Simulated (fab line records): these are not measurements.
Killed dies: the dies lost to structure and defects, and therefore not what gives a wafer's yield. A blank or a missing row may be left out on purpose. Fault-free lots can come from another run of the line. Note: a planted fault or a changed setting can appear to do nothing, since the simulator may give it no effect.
fab line records    flow n5Finfet
[record] lots = 4  wafers = 12  lastDay = 16
route steps=1938 shown BEOL_M4@1041 PASSIVATION@1936
lots with no fault: from the same line, run without faults
startH: the number of hours between the record's first day and the start of the first shown wafer of the lot    waitH: hours from the lot's prior step to this one    " unchanged from the row above    L1.1+2: a single row standing in for several wafers    - either no value or no given start    * or withheld: withheld    < > ~ a bound
route shown NAME@n: NAME is a module with steps in the file, n the number in the route of the first one    usual: mean/standard deviation taken from wafers without a fault    same: alike in all rows    chamber/n: place in a boat    sites: each site's reading    _std_site: how widely they spread, as a standard deviation    _edge_site: inner sites' mean taken away from outer sites' mean    radiusMm: for every site, how far away it sits from the centre of the wafer    mask NAME#n: copy n    behind: the last tool/chamber to shape the wafer    hold: why the lot went on hold/how many hours it stayed there/how the hold came to an end    device: the n, p or np transistor that did not switch    end of line: tests run on the same wafers once the route is complete    a step without rows: its recipe alone    killed: the dies lost at the first sort to structure and to defects; this is not the yield of the wafer    map: a wafer's dies, x killed, . not, _ none there
set.NAME: the setting the step ran with; set.NAME@STEP: the setting that earlier step ran with    model.NAME: the simulator's own value behind a step, which no gauge read
lots at selected steps of the route; one table per step, one row per wafer
services: from which hour (startH, from the record's first day; less than 0 if before it) a tool's chamber was out of use, for how many hours, and why
[[steps]]
[step N5_BEOL_M4_STRIP_65]
[recipe] chemistry = N2/H2  tempC = 40  n2FlowSccm = 200  h2FlowSccm = 200  rfFrequencyHz = 6e+07
[step N5_BEOL_M4_STRIP_75]
[recipe] chemistry = N2/H2  tempC = 40  n2FlowSccm = 200  h2FlowSccm = 200  rfFrequencyHz = 6e+07
[step N5_BEOL_M4_STRIP_66]
[recipe] chemistry = CF4  resist = SiARC  powerW = 300  biasPowerW = 75  pressureMtorr = 50  cf4FlowSccm = 150  rfFrequencyHz = 6e+07
[step N5_BEOL_M4_HM_OPEN_17]
[recipe] chemistry = Cl2/BCl3  targetDepthA = 200  overetchA = 60  target = TiN  maskMaterial = SOC  ionEnergyEv = 150  pressureMtorr = 10  icpW = 1000  biasW = 126  Cl2_flow_sccm = 53.25  bcl3FlowSccm = 21.75  Ar_flow_sccm = 25
[step N5_BEOL_M4_STRIP_19]
[recipe] chemistry = O2  powerW = 400  tempC = 40  pressureMtorr = 30  rfFrequencyHz = 6e+07  biasPowerW = 0  overashFraction = 0.2  o2FlowSccm = 225
[step N5_BEOL_M4_COAT_67]
[recipe] resist = SOC  tempC = 250  timeS = 60  spinRpm = 1500  resistThkNm = 60
[step N5_BEOL_M4_COAT_68]
[recipe] resist = SiARC  tempC = 220  timeS = 60  spinRpm = 1500  resistThkNm = 12
[step N5_BEOL_M4_COAT_76]
[recipe] resist = underlayer  tempC = 205  timeS = 60  spinRpm = 1500  resistThkNm = 5
[step N5_BEOL_M4_COAT_22]
[recipe] resist = CAR-EUV  spinRpm = 1500  resistThkNm = 30
[step N5_BEOL_M4_EBR_24]
[recipe] solvent = PGMEA  ebrWidthMm = 1.5
[step N5_BEOL_M4_SOFTBAKE_23]
[recipe] tempC = 110  timeS = 60  resist = CAR-EUV
[step N5_BEOL_M4_EXPOSE_25]
[recipe] maskId = V3  na = 0.33  sourceShape = quasar  sigmaInner = 0.2  sigmaOuter = 0.8  polarization = unpolarized  defocusNm = 5  doseMj = 63
lot.wafer   tool           chamber  startH  waitH  mask  model.BEOL_M4.overlayXNm
L272.4+5+6  euvScanner-01  0        174.52  -      V3#0  -0.4
L281.2+4+6  euvScanner-01  0        236.51  -      V3#0  11
L285.2+3+4  euvScanner-01  0        252.13  -      V3#0  10.8
L287.3+4+6  euvScanner-02  0        264.94  -      V3#0  0.6
[step N5_BEOL_M4_PEB_26]
[recipe] pebTempC = 100  pebTimeS = 60  resist = CAR-EUV
[step N5_BEOL_M4_DEVELOP_27]
[recipe] developTimeS = 30  developer = TMAH  resist = CAR-EUV  rinseLiquid = surfactantRinse  dry = airSpin  devTempC = 23
[step N5_BEOL_M4_OVL_MEAS_29]
[recipe] pointsPerWafer = 522
[usual] V3_OVL = 0.7/0.67
lot.wafer  tool        chamber  startH  waitH  V3_OVL[nm]
L272.4     overlay-02  0        174.69  0.0    -0.3
L272.5     "           0        "       "      0.3
L272.6     "           0        "       "      -0.3
L281.2     overlay-01  0        236.69  0.0    12.0
L281.4     "           0        "       "      12.0
L281.6     "           0        "       "      12.3
L285.2     overlay-01  0        252.30  0.0    11.6
L285.3     "           0        "       "      11.3
L285.4     "           0        "       "      11.6
L287.3     overlay-02  0        265.11  0.0    0.7
L287.4     "           0        "       "      0.1
L287.6     "           0        "       "      1.0
[step N5_BEOL_M4_DESCUM_33]
[recipe] chemistry = O2  timeS = 7  sourcePowerW = 50  biasPowerW = 20  pressureMtorr = 20  rfFrequencyHz = 2.712e+07  tempC = 40  resist = CAR-EUV  o2FlowSccm = 225
[step N5_BEOL_M4_ETCH_77]
[recipe] chemistry = N2/H2  target = underlayer  targetDepthA = 65  maskMaterial = CAR-EUV  timeS = 5.2  ionEnergyEv = 200  pressureMtorr = 30  sourceW = 840  biasW = 150  n2FlowSccm = 200  h2FlowSccm = 200  ends = cleared
[step N5_BEOL_M4_ETCH_69]
[recipe] chemistry = CF4  target = SiARC  targetDepthA = 156  maskMaterial = CAR-EUV  timeS = 26  ionEnergyEv = 80  pressureMtorr = 40  sourceW = 545  biasW = 36  Ar_flow_sccm = 100  cf4FlowSccm = 100  ends = cleared
[step N5_BEOL_M4_ALD_98]
[recipe] material = SiO2  targetThkA = 25  tempC = 100  aldPrecursorFamily = BDEAS  aldCoReactant = O2-plasma  pulseTimeS = 1  coReactantPulseTimeS = 1  purgeTimeS = 2  coReactantPurgeTimeS = 2  aldCycles = 17  pressureTorr = 2
[step N5_BEOL_M4_ETCHBACK_99]
[recipe] chemistry = CHF3  target = SiO2  targetDepthA = 50  timeS = 10.4  sourceW = 215  biasW = 47  Ar_flow_sccm = 200  CHF3_flow_sccm = 12  ionEnergyEv = 100  pressureMtorr = 30
[step N5_BEOL_M4_ETCH_70]
[recipe] chemistry = N2/H2  target = SOC  targetDepthA = 800  overetchA = 240  maskMaterial = SiARC  tempC = 40  timeS = 130  ionEnergyEv = 200  pressureMtorr = 30  sourceW = 840  biasW = 150  n2FlowSccm = 200  h2FlowSccm = 200
[step N5_BEOL_M4_STRIP_71]
[recipe] chemistry = N2/H2  tempC = 40  n2FlowSccm = 200  h2FlowSccm = 200  rfFrequencyHz = 6e+07
[step N5_BEOL_M4_STRIP_78]
[recipe] chemistry = N2/H2  tempC = 40  n2FlowSccm = 200  h2FlowSccm = 200  rfFrequencyHz = 6e+07
[step N5_BEOL_M4_VIA_ETCH_34]
[recipe] chemistry = C4F6/O2  targetDepthA = 694  maskMaterial = SOC  pressureMtorr = 15  ionEnergyEv = 250  taperDeg = 4  timeS = 65.9  sourceW = 350  biasW = 170  Ar_flow_sccm = 300  C4F6_flow_sccm = 10  O2_flow_sccm = 10
[step N5_BEOL_M4_STRIP_83]
[recipe] chemistry = C4F6/O2  resist = SiARC  rfFrequencyHz = 6e+07
[step N5_BEOL_M4_STRIP_36]
[recipe] chemistry = N2/H2  powerW = 450  tempC = 40  pressureMtorr = 20  rfFrequencyHz = 6e+07  overashFraction = 0.3  biasPowerW = 7  h2Frac = 0.5  n2FlowSccm = 200  h2FlowSccm = 200
[step N5_BEOL_M4_TRENCH_ETCH_37]
[recipe] chemistry = C4F6/O2  targetDepthA = 555.55  target = SiOC  timeS = 29.2  ionEnergyEv = 250  pressureMtorr = 30  sourceW = 355  biasW = 185  Ar_flow_sccm = 300  C4F6_flow_sccm = 10  O2_flow_sccm = 10
[step N5_BEOL_M4_ETCH_41]
[recipe] chemistry = CH3F/O2  target = SiCN  targetDepthA = 299  taperDeg = 2  timeS = 52.5  ionEnergyEv = 120  maskMaterial = TiN  pressureMtorr = 30  sourceW = 395  biasW = 75  Ar_flow_sccm = 150  CH3F_flow_sccm = 30  O2_flow_sccm = 20
[step N5_BEOL_M4_STRIP_97]
[recipe] chemistry = N2/H2  timeS = 10  powerW = 450  tempC = 40  pressureMtorr = 20  rfFrequencyHz = 6e+07  biasPowerW = 7  n2FlowSccm = 200  h2FlowSccm = 200
[step N5_BEOL_M4_HM_STRIP_39]
[recipe] chemistry = peroxideTinStrip  material = TiN  targetDepthA = 250  tempC = 50  timeS = 158
[step N5_BEOL_M4_SRD_40]
[recipe] timeS = 30  tempC = 23  rinseLiquid = diw  dry = ipaMarangoni
[step N5_BEOL_M4_PRECLEAN_42]
[recipe] chemistry = residueRemover  timeS = 60  tempC = 40
[step N5_BEOL_M4_SRD_43]
[recipe] timeS = 30  tempC = 23  rinseLiquid = diw  dry = ipaMarangoni
[step N5_BEOL_M4_DEGAS_44]
[recipe] ambient = vacuum  tempC = 250  timeS = 60
[step N5_BEOL_M4_PRE_CLEAN_45]
[recipe] gas = H2/He  timeS = 30  tempC = 250
[step N5_BEOL_M4_ALD_84]
[recipe] material = TaN  targetThkA = *  tempC = 275  aldPrecursorFamily = PDMAT  aldCoReactant = NH3  pressureTorr = 3  carrierFlowSccm = 1500  pulseTimeS = 2  purgeTimeS = 3  coReactantPurgeTimeS = 2  coReactantPulseTimeS = 3  aldCycles = 30  precursorVesselTempC = 75  precursorVesselPressureTorr = 26.25  precursorVesselCarrierSccm = 1000
[step N5_BEOL_M4_SURFACE_TREAT_85]
[recipe] gas = Ar  timeS = *  ionEnergyEv = *  ionCurrentMaCm2 = 0.5  pressureMtorr = *  arFlowSccm = 30
[step N5_BEOL_M4_RC_MEAS_101]
[usual] DIBL_N = 35.9/1.3  DIBL_P = 35.9/1.5  IOFF_N = 0.152/0.023  IOFF_P = 0.204/0.027  ION_N = 673/9.2  ION_P = 462/6.7  SS_N = 71.4/0.48  SS_P = 73.2/0.55  VT_N = 250.3/2.6  VT_P = -250.6/3
lot.wafer  tool       chamber  startH  waitH  DIBL_N[mV/V]  DIBL_P[mV/V]  IOFF_N[nA/um]  IOFF_P[nA/um]  ION_N[uA/um]  ION_P[uA/um]  SS_N[mV/dec]  SS_P[mV/dec]  VT_N[mV]  VT_P[mV]
L272.4     prober-02  0        181.34  0.5    34.9          35.1          0.116          0.169          656           455           70.1          72.4          253.4     -252.1
L272.5     "          0        "       "      36.0          36.2          0.135          0.179          673           461           70.7          72.5          250.4     -250.8
L272.6     "          0        "       "      35.3          35.1          0.119          0.165          660           456           70.4          72.5          255.4     -254.3
L281.2     prober-02  0        267.23  0.2    35.6          35.8          0.138          0.199          687           470           71.1          73.7          250.1     -250.5
L281.4     "          0        "       "      37.2          36.9          0.154          0.220          682           464           72.3          73.6          249.0     -248.0
L281.6     "          0        "       "      36.3          36.6          0.152          0.214          677           469           71.4          73.5          250.2     -247.5
L285.2     prober-02  0        275.04  0.2    35.7          33.3          0.133          0.219          680           472           71.2          73.0          253.4     -245.7
L285.3     "          0        "       "      35.6          33.3          0.134          0.215          659           466           71.0          72.8          252.2     -245.3
L285.4     "          0        "       "      36.3          33.2          0.138          0.212          673           469           71.9          72.6          252.2     -245.2
L287.3     prober-02  0        278.40  0.3    36.0          33.2          0.112          0.145          662           450           71.1          72.5          253.4     -256.7
L287.4     "          0        "       "      37.0          34.8          0.124          0.166          653           452           71.4          73.6          254.0     -252.9
L287.6     "          0        "       "      38.0          35.9          0.144          0.185          665           457           71.1          72.6          250.3     -252.9
[step N5_PASSIVATION_PROBE_49]
[usual] defectLimitedYield = 91.0/1.5  killed_at_M0_to_M3 = 37/12  killed_at_M4_up = 13/5  killedAtContacts = 13/6.1  killedAtFrontEnd = 39/11  killedAtOther = 4/3.2  killedDies = 106/17  killedOnRim = 13/4.2  killedOpen = 69/12  killedShort = 35/7.9  sort_bin_5_function = 5.3/1  sort_bin_6_memory = 3.3/0.68  sortNPass = 1074/17  sortYieldPct = 91.0/1.5
[same] grossDies = 1180  killedAtBackSide = 0  sort_bin_4_leakage[%] = 0  sort_bin_8_speed[%] = 0
lot.wafer  tool       chamber  startH  waitH  defectLimitedYield[%]  killed_at_M0_to_M3  killed_at_M4_up  killedAtContacts  killedAtFrontEnd  killedAtOther  killedDies  killedOnRim  killedOpen  killedShort  sort_bin_5_function[%]  sort_bin_6_memory[%]  sortNPass  sortYieldPct[%]
L281.2     prober-02  -        374.94  0.1    27.3                   57                  734              11                51                5              858         116          77          45           37.9                    2.8                   322        27.3
L281.4     prober-02  -        375.04  0.2    15.0                   42                  894              17                40                10             1003        127          75          41           44.1                    3.8                   177        15.0
L281.6     prober-02  -        375.14  0.3    21.7                   28                  837              7                 49                3              924         119          56          38           37.7                    2.7                   256        21.7
L285.2     prober-02  -        390.82  0.1    32.6                   63                  677              10                43                2              795         100          98          38           35.3                    4.3                   385        32.6
L285.3     prober-02  -        390.87  0.1    27.4                   45                  756              18                33                5              857         106          70          38           40.3                    2.5                   323        27.4
L285.4     prober-02  -        390.92  0.2    36.4                   44                  650              13                38                5              750         93           67          44           34.3                    3.6                   430        36.4
// killed by level:class
L281.2 BEOL_M4:overlay=730 BEOL_M3:geometricParticle:open=21 FIN_SAQP:geometricParticle:open=10 BEOL_M0_SAQP:geometricParticle:short=10 BEOL_M1:geometricParticle:open=8 STI_FIN_REVEAL:geometricParticle:open=7 FIN_SAQP:geometricParticle:short=6 MOL_CONTACT_COAG:geometricParticle:open=5
L281.4 BEOL_M4:overlay=887 MOL_CONTACT_COAG:geometricParticle:open=17 BEOL_M0_SAQP:geometricParticle:open=13 BEOL_M0_SAQP:geometricParticle:short=12 STI_FIN_REVEAL:geometricParticle:open=9 FIN_SAQP:geometricParticle:open=6 PASS1_DEP:geometricParticle:short=6 GATE_CUT:geometricParticle:short=6
L281.6 BEOL_M4:overlay=830 BEOL_M3:geometricParticle:open=10 FIN_SAQP:geometricParticle:open=8 FIN_SAQP:geometricParticle:short=7 ILD0:geometricParticle:short=6 BEOL_M1:geometricParticle:open=6 STI_FIN_REVEAL:geometricParticle:open=5 ILD0:geometricParticle:open=5
L285.2 BEOL_M4:overlay=659 BEOL_M3:geometricParticle:open=19 BEOL_M1:geometricParticle:open=11 BEOL_M0_SAQP:geometricParticle:open=10 BEOL_M0_SAQP:geometricParticle:short=10 FIN_SAQP:geometricParticle:open=9 MOL_CONTACT_COAG:geometricParticle:open=8 BEOL_M2:geometricParticle:open=8
L285.3 BEOL_M4:overlay=749 BEOL_M3:geometricParticle:open=16 MOL_CONTACT_COAG:geometricParticle:open=13 BEOL_M0_SAQP:geometricParticle:open=8 DUMMY_GATE:geometricParticle:open=7 BEOL_M0_SAQP:geometricParticle:short=7 FIN_SAQP:geometricParticle:short=6 FIN_SAQP:geometricParticle:open=5
L285.4 BEOL_M4:overlay=638 BEOL_M3:geometricParticle:open=12 FIN_SAQP:geometricParticle:short=10 MOL_CONTACT_COAG:geometricParticle:open=9 BEOL_M0_SAQP:geometricParticle:open=9 BEOL_M2:geometricParticle:open=7 STI_FIN_REVEAL:geometricParticle:open=6 BEOL_M0_SAQP:geometricParticle:short=6
// map L281.4 (x killed, . not)
_________________xxxxxxxxxxxx________________
______________xxxx.xxxxxxxxxxxx._____________
___________xxxxxxxxxxxxxxxx..xxxxxx__________
__________xxxxxxxx.xxx.xxxxxxxx.xxxx_________
________x.xxxxxx.xx.xx..xxxxxxxx.xxx.._______
_______xxx.xxx.xx.xxxxxxxxxxx..xxxxxxxx______
______xxx.xxxxxxxxxxxxxxxxx.xxxxx.xx.xx._____
_____xxxx.xxxxxxxx.xx.xxxxxxxxx.x..xxx.xx____
____.x.xxxx.xxxxxxxxxxx.xxxx.xxxxxx.xxx.xx___
___xxxxxxxxxxxxxxxx.xxxxxxxx.xxx.x.x.xxx.xx__
___xxxxxx.xx..xxx.xxxx.xxxx.xxxxxxxxxxxxxxx__
__.xxxxxxx.xxxxx.xxxxxx..xx.xxxx.xxxxxxxxxxx_
__.xxxxxxxxxxxxxx.x.xx.xxxxxxxxx.xxxxxxxx.x._
_.xxxxxxxxxxxxxxxxxxxxxxxxx.xxxxx.xxxxx.x.xxx
_xx.x..xxxxxxxxxxxx.xxxxxxxxxxxxxxx.xxxxxxxxx
_.xxxxxx..xxx.xxxxxxxx.xxxx.xxxxxxx.xxxxxxx.x
_xxxxxxxxxxxx...xxxxx.x..x.xxxxxxxxxxx.xxx.xx
_x.xxxxxxxx.xxx.x.xxxxx..xxxxxx.xxxxxxxx..xxx
_.xxxx.xxxx..xxxxxx.xxxxxxxxxxxx.x.xxxx.xxxxx
_xxxxxxxxxx.xxxxxxxxxxxxxxxxxx.xxxxxxxxxxxxxx
_.xxxxxxx.xx.xxxxxxxxxxxxxxxxxx.xxxxxxxxxxxxx
__x.....xxxxxxxx.xxx.xxxx.xx.xxxxxxx.xxx.xxx_
__xxxxxxxxxxx.x.xxxxxxx..xxxxxxxxxxx.xxxxxxx_
___xx.xxxxxx.xx.xx..xx.xxxxxxxx.xxxxxxxxxxx__
___x.xxxxx..xxxx.xxxxxxxxx.xx.xxxxxxxxxxxxx__
____xxxxxxxxxxxx.xxxxx.xxx.xxxxx..xxxxx.xx___
_____.xxxxxxxxxxx.x.xxxxxxxx.xxxx.xxxxxxx____
______x.xxxxxxxxx.xxxxxxxxxx.xxxxxxxxx.x_____
_______x.xxxxxx.xxx.xxxxxx.xxxxxxxxxxxx______
________x.xxxx.xxxxxxxxxxxxxxxxxxxxxxx_______
__________xxxxxxxxxxxxxxxxxxx..xxxxx_________
___________xx.xx.xxxxxxxxxx.xxxxxxx__________
______________xxxxx.xxxx.xxxx.xx_____________
_________________.xx.x.xxxx.x________________
// map L285.3 (x killed, . not)
_________________xxx.xx.xxx..________________
______________xxxxxxxx.xxxxxx.x._____________
___________xx.xx..xx.xx..xx.xxxxxxx__________
__________xxxxxxx.xxxxxxxxx.x.xxxxxx_________
________xxxx.xx.x.xx.x.x.xxxxxx.xxxx.x_______
_______xxxxx.xxx.xxxxx.xxxxx.xxxxxxxxxx______
______xxxx.x.x..x..x..xxxxx..xxxxx..xxxx_____
_____.x.xxx...xx.xxx.x.xxx..xxxx..xxxxxxx____
____xxxx.x.xxxx.x.xxxxxxxx..xxxxx.x.x..x..___
___x.xxxxxx.xxxxxx..xxxxxxx.x.xx.x.x.xxx.xx__
___xxxx..xxxx.xxx.xxx..xx.xx.x.xx..xxxx.x.x__
__x.x.xx.x.xx.xxxx.xxxxxxxxx..xxxxxxx..xxx.x_
__xx..xx.xxxxxx.xxxxxxxxx.xxx.xxxxxxxxx..x.._
_xxxxxxxx..xxx....x.xxxxxxxxxx.xxx.xxx.xxxx..
_.xxxx..xxxxxxxxx.xxxxxxx.x.xx.xxxx..x..xx.xx
_.xxx.xx.xxxxxx.x......xxxxxxxxxx.x..x.xxxxx.
_x.x.x.xx....xxxxxxxxxxxxx..x.xxxxxxxxxx.x...
_xx.xx..xxx...xx.xxxxxxxxxx.xxxxxxx.xx.x.xxxx
_.xxx..xxxxxxxx.xx..xxxxxxx.xxx.xxx.xxxxx..xx
_.xx.x..xx.xxxxx.xx.xxxxx.xxxx.x.xx.xxxx.xxxx
_.xxxxxxxxx.xxxxx.xxxxx.x.xxx..xxx..xx.x.x.xx
__x..xxx.xx.xxxxxxxx.xx.xxxx..xxxx.x.xxx.xxx_
__.xxxx.xx.x.xx.xx...xxxx..xx..xx.xxxx.xx..._
___x....xxxxxxx.xxxxxx..x..xxxx..xxxxx.xxxx__
___x..x..xxxx..x.xxxxxx.x.xxxx.xxx.x.x..x.x__
____xx.xx.xx.xxxxxxxxxxxxxxxx.xxxxx..xxxxx___
_____.xx.xxx.x..xxxxxxxxxxxxxxxx..x.xxx.x____
______xx.xxxxx.xxxxxxxxxxxxxx.xx..xxxx.x_____
_______.xxxxxx.x..x.x.xxxxx.x.xxxxxxxxx______
________.x.xxxx.x....x.x.xxx.xxxxxx.x._______
__________x..xxxxxxxxxxxxx..xxxx..x._________
___________.xxxxxxx.xxxxx.xxxxxxxxx__________
______________x..x.xxxxx..xx.xxx_____________
_________________xxx.xxxx..xx________________
[[services]]
tool           chamber  startH  hours  kind
euvScanner-02  -        152.76  5.8    pm
euvScanner-02  -        171.06  1.0    pm
euvScanner-01  -        176.19  1.0    pm
euvScanner-01  -        184.12  0.2    repair
euvScanner-01  -        218.54  4.6    pm
euvScanner-02  -        228.92  1.0    pm
euvScanner-01  -        232.30  1.0    pm
euvScanner-02  0        249.43  -      calibration
euvScanner-02  -        256.19  0.9    repair
[[key]]
[firstSign] step = N5_BEOL_M4_OVL_MEAS_29  reading = V3_OVL  direction = up  sigmas = 17  usual = 0.7  struck = 11.8
[effect] step = N5_PASSIVATION_PROBE_49  reading = killed_at_M4_up  direction = up  sigmas = 99+  usual = 13  struck = 758
[modelEffect] step = N5_BEOL_M4_EXPOSE_25  value = BEOL_M4.overlayXNm  without = 0.1  struck = 10.9
[moreKillsBornAt] N5_BEOL_M4_EXPOSE_25@euvScanner-01 = 4493
metAt N5_BEOL_M4_EXPOSE_25
struckWafers L281.2,L281.4,L281.6,L285.2,L285.3,L285.4
onsetBetween 174.52 236.51
[fault] kind = scannerMatchingOverlay  tool = euvScanner-01  chamber = -  onsetH = 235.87  steps = N5_BEOL_M4_EXPOSE_25  offset = 10.833
